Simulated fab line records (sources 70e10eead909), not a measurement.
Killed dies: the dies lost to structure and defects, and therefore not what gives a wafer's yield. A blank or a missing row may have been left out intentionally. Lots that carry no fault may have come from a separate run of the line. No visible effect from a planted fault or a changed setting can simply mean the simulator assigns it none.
Chamber matching	flow nandHarc	rieDiel-09 running NHARC_A_BONDPAD_ETCH_34: 4 sister chambers
The step etches the open film in N2/H2, target depth 60 nm, overetch 18 nm, time 65.91 s. 16 wafers are shown with their chamber, then 8 later ones without.

## WAFERS, EACH WITH ITS CHAMBER
wafer	chamber	showerheadPlenumPTorr (Torr)	drypumpMotorCurrentA (A)	rfVppV (V)
L075.1	0	1.94	5.6	426.4
L075.2	1	1.98	6.5	429.8
L075.4	3	2.16	5.9	434.6
L077.1	3	2.16	5.9	434.4
L077.3	2	1.91	5.8	426.3
L077.5	1	1.98	6.5	427.2
L080.3	3	2.15	5.9	432.9
L080.4	0	1.94	5.6	426.7
L080.5	3	2.15	5.9	433.6
L091.2	1	1.97	6.5	428.3
L091.4	2	1.91	5.9	427.2
L091.5	3	2.15	5.9	432.2
L092.1	0	1.93	5.5	426.5
L092.3	1	1.97	6.4	430.0
L092.6	1	1.97	6.5	429.7
L093.1	1	1.97	6.4	429.1

SIGNATURES (means of the wafers above)
reading	chamber 0	chamber 1	chamber 2	chamber 3	scatter within a chamber
showerheadPlenumPTorr	1.9367	1.9733	1.9100	2.1540	0.00516
drypumpMotorCurrentA	5.567	6.467	5.850	5.900	0.0456
rfVppV	426.533	429.017	426.750	433.540	0.931
Rule: a wafer's distance from a chamber is the root of the sum, over the readings, of the square of ((its reading less the chamber's mean) divided by the reading's scatter). The wafer belongs to the nearest chamber; if the next one is less than 2 further off, it can't be placed. The scatter is the square root of a quotient: the sum, over the shown wafers, of each reading's squared deviation from its chamber's mean, divided by wafers minus chambers.

## WAFERS WHOSE CHAMBER IS MISSING
wafer	showerheadPlenumPTorr (Torr)	drypumpMotorCurrentA (A)	rfVppV (V)
L093.4	2.15	5.9	432.8
L093.6	1.90	5.9	426.1
L094.1	1.90	5.9	426.1
L094.2	2.15	5.9	433.3
L094.4	1.93	5.6	428.3
L096.2	1.93	5.6	427.7
L096.5	1.90	5.8	428.6
L096.6	2.14	5.9	432.8

## EACH ONE'S CHAMBER
wafer	from the rows above	in truth
L093.4	3	3
L093.6	2	2
L094.1	2	2
L094.2	3	3
L094.4	0	0
L096.2	0	0
L096.5	2	2
L096.6	3	3
Correct placement for 8 of the 8. From these rows, 0 cannot be placed. Placed wrongly: 0.
